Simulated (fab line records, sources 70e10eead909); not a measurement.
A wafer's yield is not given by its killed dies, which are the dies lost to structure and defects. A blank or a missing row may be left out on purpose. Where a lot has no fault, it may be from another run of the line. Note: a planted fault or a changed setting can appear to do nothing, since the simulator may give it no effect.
fab line records | flow nandHarc
[record] lots = 5 | wafers = 12 | lastDay = 34
route steps=1302 shown A_CHANNEL_HOLE_D2@570 END@1301
lots that met no fault: from a run of the same line without faults
startH: hours from the record's first day to the start of the lot's first wafer shown | waitH: how many hours have passed since the lot's step before this one | " as in the row above | L1.1+2: a row that stands for several wafers | - no value, or no start was given | * or withheld: withheld | < > ~ a bound
route shown NAME@n: names a module that has steps shown in the file, with the first one's number in the route | usual: average and standard deviation across the fault-free wafers | same: alike in all rows | chamber/n: place in a boat | sites: the reading at each site | _std_site: standard deviation of those values | _edge_site: mean of outer sites minus mean of inner sites | radiusMm: how far each site lies from the wafer's centre | mask NAME#n: copy n | behind: tool/chamber where the wafer was last shaped | hold: why the lot went on hold/how many hours it stayed there/how the hold came to an end | device: names the non-switching transistor (n, p or np) | end of line: tests of these same wafers at the route's end | step lacking rows: just its recipe | killed: the dies lost at the first sort to structure and to defects; this is not the yield of the wafer | map: a wafer's dies, marking killed ones x, the rest . and places with no die _
set.NAME: the setting the step ran with; set.NAME@STEP: the setting that earlier step ran with | model.NAME: the simulator's own value behind a step, which no gauge read
lots seen at some steps along the route; tables by step, rows by wafer
services: when a tool's chamber went out of use (startH, in hours from the record's first day, below 0 if earlier), for how many hours, and the reason
[[steps]]
[step NHARC_A_CHANNEL_HOLE_D2_DEP_00]
[recipe] targetThkA = 31000 | tempC = 400 | material = aC
[step NHARC_A_CHANNEL_HOLE_D2_DEP_01]
[recipe] targetThkA = 1400 | targetThkNm = 140 | tempC = 400 | pressureTorr = 3.5 | flowSccm = 200 | rfW = 350 | material = SiON
[step NHARC_A_CHANNEL_HOLE_D2_DEHYDRATE_02]
[recipe] tempC = 150 | timeS = 120
[step NHARC_A_CHANNEL_HOLE_D2_HMDS_03]
[recipe] timeS = 30
[step NHARC_A_CHANNEL_HOLE_D2_COAT_36]
[recipe] tempC = 260 | timeS = 75
[step NHARC_A_CHANNEL_HOLE_D2_COAT_37]
[recipe] tempC = 225 | timeS = 65
[step NHARC_A_CHANNEL_HOLE_D2_COAT_04]
[recipe] spinRpm = 1500 | resistThkNm = 90
[step NHARC_A_CHANNEL_HOLE_D2_SOFTBAKE_05]
[recipe] tempC = 105 | timeS = 55
[step NHARC_A_CHANNEL_HOLE_D2_EBR_06]
[step NHARC_A_CHANNEL_HOLE_D2_EXPOSE_07]
[recipe] na = 1.35 | targetCdNm = 100 | sigmaOuter = 0.3 | doseMj = 59.65 | maskId = HOLE_D2
[step NHARC_A_CHANNEL_HOLE_D2_PEB_08]
[recipe] pebTempC = 100 | pebTimeS = 65
[usual] heaterPowerTotalW = 156.6/0.41
lot.wafer | tool          | chamber | startH | waitH | heaterPowerTotalW
L111.3    | lithoTrack-06 | 0       | 386.52 | 0.0   | 157.1
L111.4    | "             | 0       | "      | "     | 182.9
L110.2    | lithoTrack-06 | 0       | 387.83 | 0.1   | 156.7
L110.6    | "             | 0       | "      | "     | 181.5
L112.3    | lithoTrack-06 | 0       | 411.10 | 0.0   | 156.9
L112.6    | "             | 0       | "      | "     | 182.9
L113.3    | lithoTrack-01 | 0       | 411.48 | 0.0   | 156.8
L113.4    | "             | 0       | "      | "     | 156.0
L113.6    | "             | 0       | "      | "     | 156.3
L124.2    | lithoTrack-06 | 0       | 520.17 | 0.1   | 157.2
L124.5    | "             | 0       | "      | "     | 156.6
L124.6    | "             | 0       | "      | "     | 156.4
[step NHARC_A_CHANNEL_HOLE_D2_DEVELOP_09]
[recipe] developTimeS = 35 | devTempC = 23
[step NHARC_A_CHANNEL_HOLE_D2_CD_MEAS_10]
[recipe] targetCdNm = 100 | landingEnergyEv = 500
[usual] cdNm = 99.9/0.53
lot.wafer | tool     | chamber | startH | waitH | cdNm
L111.3    | cdSem-01 | 0       | 386.60 | -     | 99.7
L111.4    | "        | 0       | "      | "     | 90.8
L110.2    | cdSem-02 | 0       | 387.91 | -     | 100.0
L110.6    | "        | 0       | "      | "     | 90.4
L112.3    | cdSem-01 | 0       | 411.18 | -     | 99.1
L112.6    | "        | 0       | "      | "     | 91.3
L113.3    | cdSem-01 | 0       | 411.56 | -     | 100.8
L113.4    | "        | 0       | "      | "     | 100.7
L113.6    | "        | 0       | "      | "     | 100.8
L124.2    | cdSem-02 | 0       | 520.25 | -     | 99.6
L124.5    | "        | 0       | "      | "     | 99.8
L124.6    | "        | 0       | "      | "     | 99.1
[step NHARC_A_CHANNEL_HOLE_D2_DESCUM_15]
[recipe] timeS = 3 | o2FlowSccm = 200 | arFlowSccm = 0 | biasPowerW = 0 | chemistry = O2
[usual] chamberPressureMTorr = 60.00/0.054 | drypumpMotorCurrentA = 5.8/0.37 | oesProductAu = 1.001/0.0099 | rfVppV = 57.6/0.8 | showerheadPlenumPTorr = 1.84/0.049 | throttleValvePct = 11.312/0.0089
lot.wafer | tool       | chamber | startH | waitH | chamberPressureMTorr | drypumpMotorCurrentA | oesProductAu | rfHoursCounterH | rfVppV | showerheadPlenumPTorr | throttleValvePct | model.A_CHANNEL_HOLE_D2.cdNm
L111.4    | rieDiel-13 | 1       | 386.79 | 0.1   | 59.95                | 5.1                  | 0.996        | 3               | 57.4   | 1.83                  | 11.331           | 89.89
L111.3    | "          | 2       | "      | "     | 59.93                | 5.7                  | 1.019        | 2               | 58.2   | 1.82                  | 11.324           | 99.76
L110.2    | rieDiel-06 | 1       | 388.09 | 0.1   | 60.04                | 5.5                  | 1.003        | 5               | 58.0   | 1.87                  | 11.298           | 99.87
L110.6    | "          | 1       | "      | "     | 60.11                | 5.5                  | 0.994        | -               | 58.7   | 1.87                  | 11.317           | 90.52
L112.3    | rieDiel-01 | 2       | 411.37 | 0.1   | 60.06                | 6.1                  | 0.992        | 1               | 57.4   | 1.78                  | 11.310           | 99.36
L112.6    | "          | 1       | "      | "     | 60.00                | 5.2                  | 0.986        | -               | 57.8   | 1.93                  | 11.304           | 90.89
L113.3    | rieDiel-13 | 1       | 411.77 | 0.1   | 60.07                | 5.1                  | 1.004        | 4               | 57.5   | 1.83                  | 11.306           | 99.85
L113.4    | "          | 3       | "      | "     | 59.96                | 5.8                  | 0.997        | -               | 56.7   | 1.83                  | 11.320           | 100.3
L113.6    | "          | 1       | "      | "     | 59.97                | 5.1                  | 1.015        | -               | 57.8   | 1.83                  | 11.328           | 99.68
L124.2    | rieDiel-01 | 2       | 520.44 | 0.1   | 60.03                | 6.1                  | 1.002        | 6               | 58.2   | 1.78                  | 11.312           | 99.91
L124.6    | "          | 1       | "      | "     | 60.05                | 5.3                  | 0.991        | -               | 57.5   | 1.92                  | 11.308           | 98.55
L124.5    | "          | 2       | "      | "     | 60.05                | 6.1                  | 0.993        | -               | 58.2   | 1.78                  | 11.311           | 100.1
[step NHARC_A_CHANNEL_HOLE_D2_ETCH_38]
[recipe] targetDepthA = 390 | overEtchFrac = 0.3 | timeS = 65 | ionEnergyEv = 80 | cf4FlowSccm = 150 | arFlowSccm = 0 | rfW = 300 | biasW = 100 | chemistry = CF4
[step NHARC_A_CHANNEL_HOLE_D2_ETCH_39]
[recipe] targetDepthA = 2600 | overEtchFrac = 0.3 | timeS = 325 | ionEnergyEv = 200 | n2FlowSccm = 150 | h2FlowSccm = 150 | arFlowSccm = 0 | rfW = 400 | biasW = 150 | chemistry = N2/H2
[step NHARC_A_CHANNEL_HOLE_D2_ETCH_34]
[recipe] targetDepthA = 1540 | timeS = 77 | cf4FlowSccm = 100 | chf3FlowSccm = 30 | arFlowSccm = 0 | rfW = 500 | biasW = 200 | chemistry = CF4/CHF3
[step NHARC_A_CHANNEL_HOLE_D2_ETCH_16]
[recipe] targetDepthA = 31000 | overEtchFrac = 0.3 | timeS = 806 | ionEnergyEv = 150 | o2FlowSccm = 400 | cosFlowSccm = 20 | arFlowSccm = 0 | rfW = 500 | biasW = 300 | chemistry = O2/COS
[step NHARC_A_CHANNEL_HOLE_D2_CD_MEAS_18]
[usual] cdNm = 98.8/2.1
lot.wafer | tool     | chamber | startH | waitH | cdNm
L111.3    | cdSem-03 | -       | 387.90 | -     | 97.7
L111.4    | "        | -       | "      | "     | 89.5
L110.2    | cdSem-02 | -       | 389.49 | -     | 99.0
L110.6    | "        | -       | "      | "     | 86.4
L112.3    | cdSem-01 | -       | 412.48 | -     | 99.5
L112.6    | "        | -       | "      | "     | 89.8
L113.3    | cdSem-03 | -       | 413.07 | -     | 99.1
L113.4    | "        | -       | "      | "     | 97.9
L113.6    | "        | -       | "      | "     | 98.3
L124.2    | cdSem-01 | -       | 521.55 | -     | 98.4
L124.5    | "        | -       | "      | "     | 100.6
L124.6    | "        | -       | "      | "     | 97.2
[step NHARC_A_CHANNEL_HOLE_D2_ETCH_19]
[recipe] biasV = 1200 | sourceW = 2500 | pressureMtorr = 15 | timeS = 34.5 | arFlowSccm = 375 | c4f8FlowSccm = 28.8 | o2FlowSccm = 96.2 | tempC = -20 | targetDepthA = * | chemistry = C4F8/O2/Ar
[step NHARC_A_CHANNEL_HOLE_D2_ETCH_20]
[recipe] biasV = 3000 | sourceW = withheld | pressureMtorr = 20 | timeS = 361.9 | arFlowSccm = 375 | c4f8FlowSccm = 89.3 | o2FlowSccm = 35.7 | tempC = -20 | targetDepthA = 16000 | chemistry = C4F8/O2/Ar
[step NHARC_A_CHANNEL_HOLE_D2_ETCH_21]
[recipe] biasV = 3000 | sourceW = withheld | pressureMtorr = 20 | timeS = 514.3 | arFlowSccm = 375 | c4f8FlowSccm = 89.3 | o2FlowSccm = 35.7 | tempC = -20 | targetDepthA = 16000 | chemistry = C4F8/O2/Ar
[step NHARC_A_CHANNEL_HOLE_D2_ETCH_22]
[recipe] biasV = 3000 | sourceW = withheld | pressureMtorr = 20 | timeS = 666.7 | arFlowSccm = 375 | c4f8FlowSccm = 89.3 | o2FlowSccm = 35.7 | tempC = -20 | targetDepthA = 16000 | chemistry = C4F8/O2/Ar
[step NHARC_A_CHANNEL_HOLE_D2_ETCH_23]
[recipe] biasV = 5000 | sourceW = withheld | pressureMtorr = 20 | timeS = 819 | arFlowSccm = 375 | c4f8FlowSccm = 89.3 | o2FlowSccm = 35.7 | tempC = -20 | targetDepthA = 16000 | chemistry = C4F8/O2/Ar
[step NHARC_A_CHANNEL_HOLE_D2_ETCH_24]
[recipe] biasV = 5000 | sourceW = withheld | pressureMtorr = 20 | timeS = 906.2 | arFlowSccm = 375 | c4f8FlowSccm = 93.8 | o2FlowSccm = 31.2 | tempC = -20 | targetDepthA = 15000 | chemistry = C4F8/O2/Ar
[step NHARC_A_CHANNEL_HOLE_D2_ETCH_25]
[recipe] biasV = 5000 | sourceW = withheld | pressureMtorr = 20 | timeS = 1040.2 | arFlowSccm = 375 | c4f8FlowSccm = 93.8 | o2FlowSccm = 31.2 | tempC = -20 | targetDepthA = 15000 | chemistry = C4F8/O2/Ar
[step NHARC_A_CHANNEL_HOLE_D2_ETCH_26]
[recipe] biasV = 300 | sourceW = 2000 | pressureMtorr = 30 | timeS = 224.1 | arFlowSccm = 375 | c4f8FlowSccm = 11.4 | o2FlowSccm = 113.6 | tempC = -20 | targetDepthA = 3000 | chemistry = C4F8/O2/Ar
[step NHARC_A_CHANNEL_HOLE_D2_ETCH_27]
[recipe] biasV = 400 | sourceW = 2000 | pressureMtorr = 25 | timeS = 90 | arFlowSccm = 375 | c4f8FlowSccm = 41.7 | o2FlowSccm = 83.3 | tempC = -20 | targetDepthA = 4000 | chemistry = C4F8/O2/Ar
[step NHARC_A_CHANNEL_HOLE_D2_STRIP_41]
[recipe] n2FlowSccm = 150 | h2FlowSccm = 150 | arFlowSccm = 0 | biasW = 0 | chemistry = N2/H2
[step NHARC_A_CHANNEL_HOLE_D2_STRIP_42]
[recipe] cf4FlowSccm = 100 | chf3FlowSccm = 30 | arFlowSccm = 0 | biasW = 0 | chemistry = CF4/CHF3
[step NHARC_A_CHANNEL_HOLE_D2_STRIP_43]
[recipe] o2FlowSccm = 400 | cosFlowSccm = 20 | arFlowSccm = 0 | biasW = 0 | chemistry = O2/COS
[step NHARC_A_CHANNEL_HOLE_D2_ETCH_44]
[recipe] targetDepthA = 1400 | overetchA = 140 | timeS = 77 | ionEnergyEv = 100 | cf4FlowSccm = 80 | o2FlowSccm = 20 | arFlowSccm = 0 | rfW = 300 | biasW = 100 | chemistry = CF4/O2
[usual] chamberPressureMTorr = 29.999/0.026 | drypumpMotorCurrentA = 5.8/0.36 | oesProductAu = 1.000/0.0098 | rfFwdPowerW = 297.5/1.1 | rfVppV = 196.9/1.1 | showerheadPlenumPTorr = 1.29/0.038 | throttleValvePct = 13.397/0.0091
lot.wafer | tool       | chamber | startH | waitH | chamberPressureMTorr | drypumpMotorCurrentA | oesProductAu | rfFwdPowerW | rfHoursCounterH | rfVppV | showerheadPlenumPTorr | throttleValvePct | model.A_CHANNEL_HOLE_D2.cdNm
L111.3    | rieDiel-06 | 3       | 400.55 | 0.1   | 30.009               | 6.0                  | 0.988        | 297.0       | 6               | 195.1  | 1.26                  | 13.389           | 88.07
L111.4    | "          | 0       | "      | "     | 30.000               | 5.9                  | 0.980        | 297.2       | 6               | 196.1  | 1.30                  | 13.400           | 82.17
L110.2    | rieDiel-01 | 2       | 403.27 | 0.1   | 29.960               | 6.2                  | 0.998        | 297.0       | 1               | 196.3  | 1.24                  | 13.388           | 90.8
L110.6    | "          | 0       | "      | "     | 29.999               | 6.1                  | 1.003        | 296.9       | -               | 198.0  | 1.36                  | 13.401           | 81.99
L112.3    | rieDiel-01 | 3       | 417.33 | 0.1   | 29.997               | 5.9                  | 1.001        | 296.5       | 2               | 197.9  | 1.33                  | 13.383           | 91.03
L112.6    | "          | 1       | "      | "     | 30.036               | 5.2                  | 1.004        | 297.4       | -               | 197.9  | 1.34                  | 13.391           | 82.77
L113.4    | rieDiel-06 | 0       | 417.87 | 0.1   | 30.025               | 5.9                  | 0.993        | 297.8       | 7               | 197.1  | 1.30                  | 13.398           | 92.45
L113.3    | "          | 1       | "      | "     | 30.039               | 5.5                  | 1.012        | 298.0       | 9               | 198.2  | 1.31                  | 13.398           | 90.15
L113.6    | "          | 3       | "      | "     | 30.001               | 6.0                  | 0.999        | 300.0       | -               | 195.7  | 1.26                  | 13.391           | 88.71
L124.2    | rieDiel-01 | 0       | 526.40 | 0.1   | 29.993               | 6.1                  | 1.015        | 299.1       | 6               | 199.0  | 1.36                  | 13.418           | 89.78
L124.5    | "          | 2       | "      | "     | 29.968               | 6.1                  | 1.001        | 296.6       | -               | 195.2  | 1.24                  | 13.377           | 91.16
L124.6    | "          | 1       | "      | "     | 29.987               | 5.3                  | 0.992        | 297.6       | -               | 196.6  | 1.34                  | 13.408           | 89.02
[step NHARC_A_CHANNEL_HOLE_D2_STRIP_28]
[recipe] o2FlowSccm = 500 | arFlowSccm = 0 | biasW = 0 | chemistry = O2
[step NHARC_A_CHANNEL_HOLE_D2_PRECLEAN_29]
[recipe] timeS = * | tempC = 50 | bathAgeMin = 0 | chemistry = SC1
[step NHARC_A_CHANNEL_HOLE_D2_SRD_30]
[step NHARC_A_CHANNEL_HOLE_D2_CD_MEAS_31]
[usual] cdNm = 89.9/1.3
lot.wafer | tool     | chamber | startH | waitH | cdNm
L111.3    | cdSem-03 | -       | 401.34 | -     | 88.4
L111.4    | "        | -       | "      | "     | 82.1
L110.2    | cdSem-01 | -       | 404.05 | -     | 90.2
L110.6    | "        | -       | "      | "     | 82.5
L112.3    | cdSem-03 | -       | 418.12 | -     | 91.2
L112.6    | "        | -       | "      | "     | 82.3
L113.3    | cdSem-02 | -       | 418.66 | -     | 91.1
L113.4    | "        | -       | "      | "     | 92.6
L113.6    | "        | -       | "      | "     | 89.3
L124.2    | cdSem-01 | -       | 527.33 | -     | 88.9
L124.5    | "        | -       | "      | "     | 91.7
L124.6    | "        | -       | "      | "     | 88.7
[step NHARC_A_CHANNEL_HOLE_D2_XSEM_32]
[recipe] landingEnergyEv = 35000
[usual] botCdNm = 74.5/1.7 | bowNm = 8.58/0.23 | tiltDeg = 0.06/0.045
lot.wafer | tool    | chamber | startH | waitH | botCdNm | bowNm | tiltDeg
L111.3    | xsem-01 | 0       | 401.42 | 0.1   | 73.2    | 9.10  | 0.09
L111.4    | "       | 0       | "      | "     | 66.6    | 9.12  | 0.09
L110.2    | xsem-02 | 0       | 404.15 | 0.1   | 75.2    | 8.77  | 0.10
L110.6    | "       | 0       | "      | "     | 67.0    | 8.78  | 0.10
L112.3    | xsem-02 | 0       | 418.22 | 0.1   | 77.2    | 8.87  | 0.06
L112.6    | "       | 0       | "      | "     | 68.4    | 8.82  | 0.06
L113.3    | xsem-01 | 0       | 418.75 | 0.1   | 75.4    | 8.65  | 0.05
L113.4    | "       | 0       | "      | "     | 78.0    | 8.52  | 0.05
L113.6    | "       | 0       | "      | "     | 73.4    | 8.58  | 0.05
L124.2    | xsem-01 | 0       | 527.42 | 0.1   | 74.6    | 8.57  | 0.02
L124.5    | "       | 0       | "      | "     | 76.1    | 8.55  | 0.02
L124.6    | "       | 0       | "      | "     | 73.4    | 8.58  | 0.02
[step NHARC_END_WLT_00]
[usual] VT_DECK1_BOTTOM = 0.869/0.0064 | VT_DECK1_BOTTOM_INNER = 0.869/0.0066 | VT_DECK1_MEDIAN_NEAR_BOTTOM = 0.870/0.0065 | VT_DECK1_MEDIAN_NEAR_BOTTOM_INNER = 0.870/0.0072 | VT_DECK1_MIDDLE = 0.883/0.0057 | VT_DECK1_MIDDLE_INNER = 0.883/0.0059 | VT_DECK1_TOP = 0.895/0.0059 | VT_DECK1_TOP_INNER = 0.895/0.0059 | VT_DECK2_BOTTOM = 0.870/0.0079 | VT_DECK2_BOTTOM_INNER = 0.868/0.0078 | VT_DECK2_MEDIAN_NEAR_BOTTOM = 0.870/0.0082 | VT_DECK2_MEDIAN_NEAR_BOTTOM_INNER = 0.870/0.0083 | VT_DECK2_MIDDLE = 0.882/0.0072 | VT_DECK2_MIDDLE_INNER = 0.883/0.0068 | VT_DECK2_TOP = 0.894/0.0082 | VT_DECK2_TOP_INNER = 0.893/0.0077
lot.wafer | tool      | chamber | startH | waitH | VT_DECK1_BOTTOM | VT_DECK1_BOTTOM_INNER | VT_DECK1_MEDIAN_NEAR_BOTTOM | VT_DECK1_MEDIAN_NEAR_BOTTOM_INNER | VT_DECK1_MIDDLE | VT_DECK1_MIDDLE_INNER | VT_DECK1_TOP | VT_DECK1_TOP_INNER | VT_DECK2_BOTTOM | VT_DECK2_BOTTOM_INNER | VT_DECK2_MEDIAN_NEAR_BOTTOM | VT_DECK2_MEDIAN_NEAR_BOTTOM_INNER | VT_DECK2_MIDDLE | VT_DECK2_MIDDLE_INNER | VT_DECK2_TOP | VT_DECK2_TOP_INNER
L110.2    | prober-01 | -       | 660.11 | 0.5   | 0.872           | 0.880                 | 0.879                       | 0.877                             | 0.888           | 0.892                 | 0.898        | 0.904              | 0.860           | 0.866                 | 0.870                       | 0.862                             | 0.875           | 0.885                 | 0.875        | 0.885
L110.6    | "         | -       | 662.11 | 2.5   | 0.871           | 0.875                 | 0.877                       | 0.880                             | 0.885           | 0.889                 | 0.903        | 0.910              | 0.837           | 0.842                 | 0.836                       | 0.837                             | 0.856           | 0.853                 | 0.867        | 0.857
L111.3    | prober-01 | -       | 672.56 | 1.0   | 0.876           | 0.873                 | 0.875                       | 0.877                             | 0.884           | 0.881                 | 0.903        | 0.898              | 0.862           | 0.860                 | 0.862                       | 0.865                             | 0.876           | 0.874                 | 0.891        | 0.886
L111.4    | "         | -       | "      | "     | 0.873           | 0.877                 | 0.873                       | 0.874                             | 0.881           | 0.883                 | 0.898        | 0.908              | 0.844           | 0.839                 | 0.844                       | 0.847                             | 0.855           | 0.856                 | 0.870        | 0.867
L113.3    | prober-01 | -       | 684.12 | 1.0   | 0.863           | 0.873                 | 0.871                       | 0.870                             | 0.884           | 0.888                 | 0.897        | 0.899              | 0.874           | 0.878                 | 0.876                       | 0.877                             | 0.888           | 0.889                 | 0.901        | 0.900
L113.4    | "         | -       | "      | "     | 0.869           | 0.873                 | 0.867                       | 0.871                             | 0.886           | 0.885                 | 0.900        | 0.892              | 0.887           | 0.895                 | 0.887                       | 0.884                             | 0.901           | 0.888                 | 0.903        | 0.904
L113.6    | "         | -       | 685.63 | 2.5   | 0.873           | 0.871                 | 0.868                       | 0.868                             | 0.882           | 0.884                 | 0.895        | 0.895              | 0.880           | 0.871                 | 0.877                       | 0.872                             | 0.886           | 0.884                 | 0.900        | 0.894
L112.3    | prober-02 | -       | 684.15 | 1.1   | 0.869           | 0.870                 | 0.863                       | 0.868                             | 0.872           | 0.881                 | 0.891        | 0.894              | 0.882           | 0.873                 | 0.877                       | 0.875                             | 0.891           | 0.880                 | 0.888        | 0.892
L112.6    | "         | -       | 685.67 | 2.6   | 0.855           | 0.856                 | 0.857                       | 0.864                             | 0.871           | 0.881                 | 0.891        | 0.891              | 0.857           | 0.853                 | 0.852                       | 0.850                             | 0.870           | 0.865                 | 0.875        | 0.884
L124.2    | prober-01 | -       | 805.28 | 0.5   | 0.854           | 0.864                 | 0.868                       | 0.857                             | 0.868           | 0.875                 | 0.886        | 0.887              | 0.875           | 0.868                 | 0.877                       | 0.870                             | 0.882           | 0.884                 | 0.892        | 0.912
L124.5    | "         | -       | 806.79 | 2.1   | 0.853           | 0.851                 | 0.865                       | 0.861                             | 0.873           | 0.875                 | 0.885        | 0.891              | 0.882           | 0.876                 | 0.881                       | 0.876                             | 0.889           | 0.886                 | 0.901        | 0.902
L124.6    | "         | -       | "      | "     | 0.853           | 0.868                 | 0.865                       | 0.861                             | 0.883           | 0.877                 | 0.885        | 0.890              | 0.868           | 0.873                 | 0.870                       | 0.883                             | 0.887           | 0.889                 | 0.903        | 0.901
[step NHARC_END_SORT_01]
[recipe] tempC = 25
[usual] killedAtArray = 64/18 | killedAtOther = 0.8/1.1 | killedAtPeriphery = 3.8/2.7 | killedDies = 68/18 | killedOpen = 3.3/1.9 | killedShort = 2.3/1.8
[same] grossDies = 677
lot.wafer | tool      | chamber | startH | waitH | killedAtArray | killedAtOther | killedAtPeriphery | killedDies | killedOpen | killedShort
L111.4    | prober-01 | 0       | 676.95 | 3.4   | 56            | 0             | 5                 | 61         | 3          | 3
L113.6    | prober-01 | 0       | 690.12 | 4.0   | 78            | 0             | 2                 | 80         | 2          | 3
// killed by level:class
L111.4 A_SLIT:chamberFilmFlake=27 A_CHANNEL_HOLE_D2:chamberFilmFlake=12 A_CONTACT:chamberFilmFlake=4 P_ZERO_WELL:chamberFilmFlake=3 A_CHANNEL_HOLE_D1:chamberFilmFlake=3 P_GATE:chamberFilmFlake=2 A_CHANNEL_HOLE_D2:areaPeb=2 A_CHANNEL_FILL_D1:geometricParticle:open=1
L113.6 A_CHANNEL_HOLE_D1:chamberFilmFlake=30 A_SLIT:chamberFilmFlake=27 A_CHANNEL_HOLE_D2:chamberFilmFlake=12 A_CONTACT:chamberFilmFlake=2 A_CHANNEL_HOLE_D1:geometricParticle:open=1 A_ONON_D2:geometricParticle:open=1 A_ONON_D2:geometricParticle:short=1 A_STAIRCASE:geometricParticle:short=1
[[services]]
tool          | chamber | startH | hours | kind
xsem-01       | -       | 374.00 | 14.0  | pm
rieDiel-01    | -       | 380.81 | 9.0   | pm
rieDiel-01    | 0       | 380.81 | 9.0   | ventCycle
rieDiel-01    | 1       | 380.81 | 9.0   | ventCycle
rieDiel-01    | 2       | 380.81 | 9.0   | ventCycle
rieDiel-01    | 3       | 380.81 | 9.0   | ventCycle
rieDiel-01    | 0       | 389.81 | -     | clean
rieDiel-01    | 1       | 389.81 | -     | clean
rieDiel-01    | 2       | 389.81 | -     | clean
rieDiel-01    | 3       | 389.81 | -     | clean
rieDiel-01    | 1       | 390.53 | 7.7   | repair
rieDiel-13    | 0       | 409.49 | 20.5  | repair
rieDiel-01    | 0       | 414.31 | -     | clean
rieDiel-01    | 1       | 414.31 | -     | clean
rieDiel-01    | 2       | 414.31 | -     | clean
rieDiel-06    | 1       | 445.90 | 3.5   | repair
rieDiel-06    | -       | 448.34 | 0.1   | repair
rieDiel-01    | 3       | 467.43 | 14.2  | repair
rieDiel-01    | 0       | 481.60 | 4.0   | repair
rieDiel-06    | -       | 484.20 | 9.0   | pm
rieDiel-13    | 2       | 489.47 | 2.0   | repair
lithoTrack-01 | -       | 505.00 | 7.0   | pm
rieDiel-13    | -       | 519.00 | 9.0   | pm
rieDiel-01    | 3       | 521.84 | 6.8   | repair
[[key]]
[firstSign] step = NHARC_A_CHANNEL_HOLE_D2_PEB_08 | reading = heaterPowerTotalW | direction = up | sigmas = 62 | usual = * | struck = *
[effect] step = NHARC_A_CHANNEL_HOLE_D2_CD_MEAS_10 | reading = cdNm | direction = down | sigmas = 17 | usual = 99.9 | struck = 90.8
[effect] step = NHARC_A_CHANNEL_HOLE_D2_CD_MEAS_18 | reading = cdNm | direction = down | sigmas = 4.9 | usual = 98.8 | struck = 88.6
[effect] step = NHARC_A_CHANNEL_HOLE_D2_CD_MEAS_31 | reading = cdNm | direction = down | sigmas = 5.7 | usual = 89.9 | struck = 82.3
[effect] step = NHARC_A_CHANNEL_HOLE_D2_XSEM_32 | reading = botCdNm | direction = down | sigmas = 4.3 | usual = 74.5 | struck = 67.3
[effect] step = NHARC_END_WLT_00 | reading = VT_DECK2_MIDDLE_INNER | direction = down | sigmas = 3.6 | usual = 0.883 | struck = 0.858
[modelEffect] step = NHARC_A_CHANNEL_HOLE_D2_DESCUM_15 | value = A_CHANNEL_HOLE_D2.cdNm | without = 98.82 | struck = 90.43
[modelEffect] step = NHARC_A_CHANNEL_HOLE_D2_ETCH_44 | value = A_CHANNEL_HOLE_D2.cdNm | without = 90.7 | struck = 82.31
metAt NHARC_A_CHANNEL_HOLE_D2_PEB_08
struckWafers L110.6,L111.4,L112.6
sortLeftOut L110.6
testerLeftOut L110,L111,L112
[fault] kind = processParameterDrift | tool = lithoTrack-06 | chamber = - | onsetH = 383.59 | steps = NHARC_A_CHANNEL_HOLE_D2_PEB_08 | channel = pebTimeS | offset = * | shape = step | endH = 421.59 | scope = struckWafersOnly | actsIn = * | stated = *
// testerLeftOut: of these lots the tester's yield and bins aren't shown, on N5 and GAA mostly nor the transistor test; their killed dies are dies lost to structure and defects alone, not to doping, threshold or leakage, so they don't give the yield
// sortLeftOut: the simulated sort isn't trusted on such a fault, so these wafers' sort isn't shown, and their yield isn't known
